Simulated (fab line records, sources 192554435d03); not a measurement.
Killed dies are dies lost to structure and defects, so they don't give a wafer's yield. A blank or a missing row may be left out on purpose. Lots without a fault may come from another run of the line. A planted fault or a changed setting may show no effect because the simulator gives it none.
fab line records | flow n5_finfet
record lots=4 wafers=12 last_day=17
route steps=1938 shown SD_EPI_N@276 SD_EPI_P@295 BEOL_M4@1111 PASSIVATION@1936
lots that met no fault: from a run of the same line without faults
start_h: hours from the record's first day to the start of the lot's first wafer shown | wait_h: hours since the lot's step before | " the same as in the row above | L1.1+2: a row that stands for several wafers | - no value, or no start given | * or withheld: withheld | < > ~ a bound
route shown NAME@n: a module of which the file shows steps, and the number in the route of the first | usual: mean/standard deviation of fault-free wafers | same: alike in all rows | chamber/n: place in a boat | sites: the reading at each site | _std_site: their standard deviation | _edge_site: outer sites' mean less inner sites' | radius_mm: how far each site lies from the wafer's centre | mask NAME#n: copy n | behind: the tool/chamber that last shaped the wafer | hold: why the lot was held/for how many hours/how that ended | device: the transistor (n, p or np) that didn't switch | end of line: the same wafers' tests at the end of the route | a step without rows: its recipe alone | killed: dies lost to structure and defects at the first sort, not the wafer's yield | map: a wafer's dies, x killed, . not, _ none there
set.NAME: the setting as run; set.NAME@STEP: as run at that earlier step | model.NAME: the simulator's own value behind a step, which no gauge read
lots at some steps of the route; a table a step, a row a wafer
services: from which hour (start_h, from the record's first day; less than 0 if before it) a tool's chamber was out of use, for how many hours, and why
## steps
# step N5_SD_EPI_N_STRIP_36
# recipe chemistry=N2/H2 temp_c=40 n2_flow_sccm=200 h2_flow_sccm=200 rf_frequency_hz=6e+07
# step N5_SD_EPI_N_ETCHBACK_44
# recipe chemistry=CH3F/O2 mode=anisotropic_etchback target=SiNx target_depth_a=145 stop_on=SiO2 over_etch_frac=0.3 ion_energy_ev=120 pressure_mtorr=30 source_w=395 bias_w=73 Ar_flow_sccm=150 CH3F_flow_sccm=30 O2_flow_sccm=20
# step N5_SD_EPI_N_ETCH_45
# recipe chemistry=CH3F/O2 target=SiOCN target_depth_a=60 mask_material=SOC ion_energy_ev=60 bias_w=29 pressure_mtorr=15 source_w=410 Ar_flow_sccm=150 CH3F_flow_sccm=30 O2_flow_sccm=20
# step N5_SD_EPI_N_ETCH_16
# recipe chemistry=CHF3/O2 target=SiO2 target_depth_a=50 mask_material=SOC pressure_mtorr=30 source_w=650 bias_w=170 Ar_flow_sccm=200 CHF3_flow_sccm=50 O2_flow_sccm=5 ion_energy_ev=200
# step N5_SD_EPI_N_STRIP_47
# recipe chemistry=CHF3/O2 resist=SiARC rf_frequency_hz=6e+07
# step N5_SD_EPI_N_SD_RECESS_17
# recipe chemistry=HBr/Cl2/O2 target_depth_a=410 mask_material=SOC time_s=23.7 bt_time_s=3 pressure_mtorr=10 icp_w=800 bias_w=112 HBr_flow_sccm=150 Cl2_flow_sccm=80 O2_flow_sccm=12
# step N5_SD_EPI_N_STRIP_38
# recipe chemistry=N2/H2 power_w=1000 temp_c=250 h2_frac=0.65 overash_fraction=0.3 pressure_mtorr=withheld n2_flow_sccm=1750 h2_flow_sccm=3250
# step N5_SD_EPI_N_WET_ETCH_43
# recipe chemistry=dHF dilution=withheld time_s=14 target=SiO2 target_depth_a=15 temp_c=25
# step N5_SD_EPI_N_STRIP_18
# recipe chemistry=SPM time_s=750 temp_c=130 h2so4_h2o2_vol_ratio=4
# step N5_SD_EPI_N_SRD_20
# recipe dry=ipa_marangoni do_ppb=5 time_s=30 temp_c=23 rinse_liquid=diw
# step N5_SD_EPI_N_PRECLEAN_48
# recipe chemistry=NF3:NH3 afs_cycles=2 temp_c=30 time_s=20 sublimation_temp_c=180 sublimation_time_s=60 pressure_torr=3 rf_power_w=30
# step N5_SD_EPI_N_VAPOR_ETCH_50
# recipe chemistry=HCl target=Si temp_c=775 time_s=54 pressure_torr=20 mode=isotropic
# step N5_SD_EPI_N_EPI_21
# recipe material=Si:P dopant=P temp_c=680 pressure_torr=255 time_s=690
# usual lamp_inner_pct=16.0/1.3 susceptor_temp_C=680.04/0.29 susceptor_temp_C_max=681.8/0.4
# columns lot.wafer tool chamber start_h wait_h lamp_inner_pct susceptor_temp_C susceptor_temp_C_max model.Si-P_of_SD_EPI_N_EPI_21.thk_nm
L669.1 epi_rpcvd-03 0 70.95 0.1 16.7 680.14 682.0 60
L669.2 " 0 " " 16.7 680.48 682.0 60.2
L669.5 " 0 " " 16.5 680.34 681.9 59.6
L683.2 epi_rpcvd-03 0 154.57 0.5 16.7 682.01 683.6 61.4
L683.5 " 0 155.69 1.5 16.6 681.36 683.3 60.8
L683.6 " 0 " " 16.7 681.80 683.6 61.6
L685.4 epi_rpcvd-03 0 165.46 0.9 16.7 681.81 683.2 61
L685.5 " 0 " " 16.7 682.02 683.6 60.4
L685.6 " 0 " " 16.5 681.75 683.5 60.4
L687.1 epi_rpcvd-01 0 177.22 0.1 13.8 680.23 682.0 57.8
L687.3 " 0 " " 13.5 679.90 681.9 58.4
L687.6 " 0 " " 13.7 680.28 682.4 58.2
# step N5_SD_EPI_N_PRECLEAN_24
# recipe chemistry=O3/DIW time_s=60 temp_c=22 o3_ppm=10
# step N5_SD_EPI_N_SRD_25
# recipe time_s=30 temp_c=23 rinse_liquid=diw dry=ipa_marangoni
# step N5_SD_EPI_N_PRECLEAN_49
# recipe chemistry=NF3:NH3 afs_cycles=1 temp_c=30 time_s=20 sublimation_temp_c=180 sublimation_time_s=60 pressure_torr=3 rf_power_w=30
# step N5_SD_EPI_N_LINER_46
# recipe material=SiNx target_thk_a=30 temp_c=400 ald_precursor_family=SiH2I2 ald_co_reactant=N2/H2-plasma pressure_torr=2
# step N5_SD_EPI_P_COAT_34
# recipe resist=SOC temp_c=250 time_s=60 spin_rpm=1500 resist_thk_nm=350
# step N5_SD_EPI_P_COAT_35
# recipe resist=SiARC temp_c=220 time_s=60 spin_rpm=1500 resist_thk_nm=35
# step N5_SD_EPI_P_COAT_03
# recipe resist=CAR-ArF-block spin_rpm=1500 resist_thk_nm=150
# step N5_SD_EPI_P_EBR_05
# recipe solvent=PGMEA ebr_width_mm=1.5
# step N5_SD_EPI_P_SOFTBAKE_04
# recipe temp_c=110 time_s=60 resist=CAR-ArF-block
# step N5_SD_EPI_P_EXPOSE_06
# recipe mask_id=SD_P_BLK na=1.35 source_shape=conventional sigma_outer=0.8 polarization=unpolarized target_cd_nm=240 dose_mj=39.5
# step N5_SD_EPI_P_PEB_07
# recipe peb_temp_c=110 peb_time_s=60 resist=CAR-ArF-block
# step N5_SD_EPI_P_DEVELOP_08
# recipe develop_time_s=30 developer=TMAH resist=CAR-ArF-block dev_temp_c=23 rinse_liquid=diw dry=air_spin
# step N5_SD_EPI_P_DESCUM_14
# recipe chemistry=O2 time_s=7.9 source_power_w=50 bias_power_w=20 pressure_mtorr=20 rf_frequency_hz=2.712e+07 temp_c=40 resist=CAR-ArF-block o2_flow_sccm=225
# step N5_SD_EPI_P_ETCH_36
# recipe chemistry=CF4 target=SiARC target_depth_a=455 mask_material=CAR-ArF-block time_s=75.8 ion_energy_ev=80 pressure_mtorr=40 source_w=545 bias_w=36 Ar_flow_sccm=100 cf4_flow_sccm=100 ends=cleared
# step N5_SD_EPI_P_ETCH_37
# recipe chemistry=N2/H2 target=SOC overetch_a=1080 mask_material=SiARC temp_c=40 ion_energy_ev=100 source_w=3000 bias_w=133 pressure_mtorr=20 time_s=486 n2_flow_sccm=200 h2_flow_sccm=200 ends=end_point
# step N5_SD_EPI_P_STRIP_38
# recipe chemistry=N2/H2 temp_c=40 n2_flow_sccm=200 h2_flow_sccm=200 rf_frequency_hz=6e+07
# step N5_SD_EPI_P_ETCHBACK_46
# recipe chemistry=CH3F/O2 mode=anisotropic_etchback target=SiNx target_depth_a=175 stop_on=SiO2 over_etch_frac=0.3 ion_energy_ev=120 pressure_mtorr=30 source_w=395 bias_w=73 Ar_flow_sccm=150 CH3F_flow_sccm=30 O2_flow_sccm=20
# step N5_SD_EPI_P_ETCH_47
# recipe chemistry=CH3F/O2 target=SiOCN target_depth_a=250 mask_material=SOC ion_energy_ev=60 bias_w=29 pressure_mtorr=30 source_w=410 Ar_flow_sccm=150 CH3F_flow_sccm=30 O2_flow_sccm=20
# step N5_SD_EPI_P_ETCH_16
# recipe chemistry=CHF3/O2 target=SiO2 target_depth_a=50 mask_material=SOC pressure_mtorr=30 source_w=650 bias_w=170 Ar_flow_sccm=200 CHF3_flow_sccm=50 O2_flow_sccm=5 ion_energy_ev=200
# step N5_SD_EPI_P_STRIP_50
# recipe chemistry=CHF3/O2 resist=SiARC rf_frequency_hz=6e+07
# step N5_SD_EPI_P_SD_RECESS_17
# recipe chemistry=HBr/Cl2/O2 target_depth_a=391 bt_time_s=3 pressure_mtorr=10 icp_w=800 bias_w=112 HBr_flow_sccm=150 Cl2_flow_sccm=80 O2_flow_sccm=12
# step N5_SD_EPI_P_WET_ETCH_45
# recipe chemistry=dHF dilution=withheld time_s=10.7 target=SiO2 target_depth_a=20 temp_c=25 dry=ipa_marangoni rinse_time_s=30 rinse_temp_c=23
# step N5_SD_EPI_P_STRIP_40
# recipe chemistry=N2/H2 power_w=1000 temp_c=250 h2_frac=0.65 overash_fraction=0.3 pressure_mtorr=withheld n2_flow_sccm=1750 h2_flow_sccm=3250
# step N5_SD_EPI_P_PRECLEAN_52
# recipe chemistry=O3/DIW time_s=60 temp_c=22 o3_ppm=10
# step N5_SD_EPI_P_PRECLEAN_24
# recipe chemistry=O3/DIW time_s=45 temp_c=22 o3_ppm=10
# columns lot.wafer tool chamber start_h wait_h model.Si-P_of_SD_EPI_N_EPI_21.thk_nm
L669.1 wet_bench-03 1 77.92 0.0 59.2
L669.2 " 6 " " 59.4
L669.5 " 5 " " 58.8
L683.2 wet_bench-03 4 161.25 0.0 60.4
L683.5 " 5 " " 60
L683.6 " 6 " " 60.8
L685.4 wet_bench-02 3 171.46 0.0 60.2
L685.5 " 1 " " 59.4
L685.6 " 0 " " 59.6
L687.1 wet_bench-02 0 183.73 0.0 57
L687.3+6 " 6,4 " " 57.4
# step N5_BEOL_M4_RC_MEAS_101
# usual DIBL_N=36.9/1.7 DIBL_P=36.7/2.1 IOFF_N=0.17/0.032 IOFF_P=0.22/0.036 ION_N=674/12 ION_P=461/7 SS_N=71.7/0.6 SS_P=73.4/0.67 VT_N=249/3.1 VT_P=-250/3.2
# columns lot.wafer tool chamber start_h wait_h DIBL_N[mV/V] DIBL_P[mV/V] IOFF_N[nA/um] IOFF_P[nA/um] ION_N[uA/um] ION_P[uA/um] SS_N[mV/dec] SS_P[mV/dec] VT_N[mV] VT_P[mV]
L669.1 prober-02 0 181.90 0.0 31.7 30.0 0.10 0.14 645 445 70.4 72.0 257 -256
L669.2 " 0 " " 36.6 36.0 0.17 0.21 668 455 71.1 73.4 253 -252
L669.5 " 0 " " 37.1 37.4 0.20 0.23 686 464 71.0 73.0 247 -249
L683.2 prober-02 0 271.08 0.2 35.3 34.8 0.14 0.19 666 458 70.8 73.2 249 -250
L683.5 " 0 " " 36.6 36.5 0.16 0.22 675 468 71.7 73.4 249 -251
L683.6 " 0 " " 36.5 36.3 0.16 0.21 666 462 71.2 73.2 251 -251
L685.4 prober-01 0 286.39 0.5 35.6 35.6 0.16 0.24 680 468 71.8 72.9 246 -246
L685.5 " 0 " " 33.9 33.3 0.12 0.19 660 460 71.3 72.2 254 -249
L685.6 " 0 " " 37.7 38.0 0.19 0.28 698 472 72.2 73.4 245 -242
L687.1 prober-02 0 293.04 0.0 33.9 32.4 0.11 0.16 653 450 71.3 72.7 255 -253
L687.3 " 0 " " 34.6 33.8 0.13 0.19 654 453 72.4 73.2 253 -251
L687.6 " 0 " " 34.1 33.3 0.13 0.17 659 451 70.8 72.8 255 -250
# step N5_PASSIVATION_PROBE_49
# usual defect_limited_yield=91.7/1.5 killed_at_M0_to_M3=32/9.6 killed_at_M4_up=13/5.3 killed_at_contacts=12/6.8 killed_at_front_end=36/9.8 killed_at_other=4/3.1 killed_dies=98/17 killed_on_rim=13/4 killed_open=65/13 killed_short=32/8.5 sort_bin_5_function=4.9/0.93 sort_bin_6_memory=3.2/0.67 sort_bin_8_speed=0.00/0.02 sort_n_pass=1082/17 sort_yield_pct=91.7/1.4
# same gross_dies=1180 killed_at_back_side=0 sort_bin_4_leakage[%]=0
# columns lot.wafer tool chamber start_h wait_h defect_limited_yield[%] killed_at_M0_to_M3 killed_at_M4_up killed_at_contacts killed_at_front_end killed_at_other killed_dies killed_on_rim killed_open killed_short sort_bin_5_function[%] sort_bin_6_memory[%] sort_bin_8_speed[%] sort_n_pass sort_yield_pct[%]
L669.1 prober-02 - 281.35 0.0 92.2 26 27 12 26 1 92 12 56 35 4.8 2.8 0.08 1087 92.1
L669.2 prober-02 - 281.40 0.1 91.4 39 13 3 44 2 101 11 55 46 4.7 3.6 0 1079 91.4
L669.5 prober-02 - 281.55 0.2 93.2 34 10 6 27 3 80 12 52 28 4.6 2.0 0 1100 93.2
L683.2 prober-01 - 374.49 0.1 91.3 33 21 9 40 0 103 14 64 36 4.8 3.3 0 1077 91.3
L683.5 prober-01 - 374.64 0.2 89.2 61 10 10 44 2 127 15 71 47 5.6 4.3 0 1053 89.2
L683.6 prober-01 - 374.69 0.3 92.2 26 12 13 39 2 92 16 50 40 4.3 3.1 0 1088 92.2
L687.1 prober-01 - 398.41 0.0 91.0 29 14 10 50 3 106 16 77 27 5.6 3.0 0 1074 91.0
L687.3 prober-01 - 398.51 0.1 93.7 23 16 8 25 2 74 10 52 22 3.6 2.4 0 1106 93.7
L687.6 prober-01 - 398.66 0.3 93.8 17 13 5 24 14 73 7 41 31 3.6 2.4 0 1107 93.8
# killed by level:class
L669.1 MOL_CONTACT_COAG:geometric_particle:open=11 BEOL_M4:geometric_particle:open=9 FIN_SAQP:geometric_particle:short=8 BEOL_M1:geometric_particle:open=8 FIN_SAQP:geometric_particle:open=5 BEOL_M0_SAQP:geometric_particle:short=5 BEOL_M2:geometric_particle:short=5 BEOL_M4:geometric_particle:short=5
L669.2 FIN_SAQP:geometric_particle:short=12 FIN_SAQP:geometric_particle:open=10 BEOL_M0_SAQP:geometric_particle:open=10 BEOL_M0_SAQP:geometric_particle:short=10 GATE_CUT:geometric_particle:short=6 BEOL_M1:geometric_particle:open=6 BEOL_M2:geometric_particle:short=5 BEOL_M4:geometric_particle:open=4
L669.5 BEOL_M0_SAQP:geometric_particle:open=10 BEOL_M0_SAQP:geometric_particle:short=9 MOL_CONTACT_COAG:geometric_particle:open=6 BEOL_M4:geometric_particle:open=6 FIN_SAQP:geometric_particle:short=5 FIN_SAQP:geometric_particle:open=4 BEOL_M0:geometric_particle:open=4 BEOL_M1:geometric_particle:open=4
L683.2 BEOL_M4:geometric_particle:open=9 MOL_CONTACT_COAG:geometric_particle:open=8 STI_FIN_REVEAL:geometric_particle:open=7 BEOL_M0_SAQP:geometric_particle:short=7 BEOL_M3:geometric_particle:open=7 BEOL_M1:geometric_particle:open=6 ILD0:geometric_particle:open=5 BEOL_M0_SAQP:geometric_particle:open=5
L683.5 BEOL_M0_SAQP:geometric_particle:open=20 BEOL_M0_SAQP:geometric_particle:short=17 BEOL_M2:geometric_particle:open=8 FIN_SAQP:geometric_particle:short=6 STI_FIN_REVEAL:geometric_particle:open=6 GATE_CUT:geometric_particle:short=5 BEOL_M1:geometric_particle:open=5 HKMG_FIN:area_etch=5
L683.6 FIN_SAQP:geometric_particle:open=11 MOL_CONTACT_COAG:geometric_particle:open=11 FIN_SAQP:geometric_particle:short=8 BEOL_M0_SAQP:geometric_particle:short=7 BEOL_M0:geometric_particle:short=6 STI_FIN_REVEAL:geometric_particle:open=5 BEOL_M0_SAQP:geometric_particle:open=4 BEOL_M4:geometric_particle:open=4
L687.1 STI_FIN_REVEAL:geometric_particle:open=10 MOL_CONTACT_COAG:geometric_particle:open=10 BEOL_M3:geometric_particle:open=9 FIN_SAQP:geometric_particle:open=8 FIN_SAQP:geometric_particle:short=7 DUMMY_GATE:geometric_particle:open=7 BEOL_M0_SAQP:geometric_particle:open=7 BEOL_M0_SAQP:geometric_particle:short=6
L687.3 BEOL_M4:geometric_particle:open=8 MOL_CONTACT_COAG:geometric_particle:open=6 BEOL_M1:geometric_particle:open=6 BEOL_M3:geometric_particle:open=6 BEOL_M0_SAQP:geometric_particle:open=5 FIN_SAQP:geometric_particle:open=4 FIN_SAQP:geometric_particle:short=3 GATE_CUT:geometric_particle:short=3
L687.6 PASS1_CAP:geometric_particle:short=8 BEOL_M3:geometric_particle:open=6 FIN_SAQP:geometric_particle:open=4 BEOL_M0_SAQP:geometric_particle:open=4 MOL_CONTACT_COAG:geometric_particle:open=4 PAD_METAL:geometric_particle:short=4 STARTING-WAFER:geometric_particle:open=4 FIN_SAQP:geometric_particle:short=3
## services
# columns tool chamber start_h hours kind
epi_rpcvd-01 - 137.43 8.1 pm
## key
first_sign step=N5_SD_EPI_N_EPI_21 reading=susceptor_temp_C direction=up sigmas=6 usual=* struck=*
effect step=N5_SD_EPI_N_EPI_21 reading=susceptor_temp_C_max direction=up sigmas=4.1 usual=* struck=*
model_effect step=N5_SD_EPI_N_EPI_21 value=Si-P_of_SD_EPI_N_EPI_21.thk_nm without=58.8 struck=60.93
model_effect step=N5_SD_EPI_P_PRECLEAN_24 value=Si-P_of_SD_EPI_N_EPI_21.thk_nm without=58 struck=60.07
met_at N5_SD_EPI_N_EPI_21
struck_wafers L683.2,L683.5,L683.6,L685.4,L685.5,L685.6
onset_between 70.95 154.57
fault kind=process_parameter_drift tool=epi_rpcvd-03 chamber=- onset_h=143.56 steps=N5_SD_EPI_N_EPI_21 channel=temp_c offset=* shape=step end_h=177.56 acts_in=* stated=*
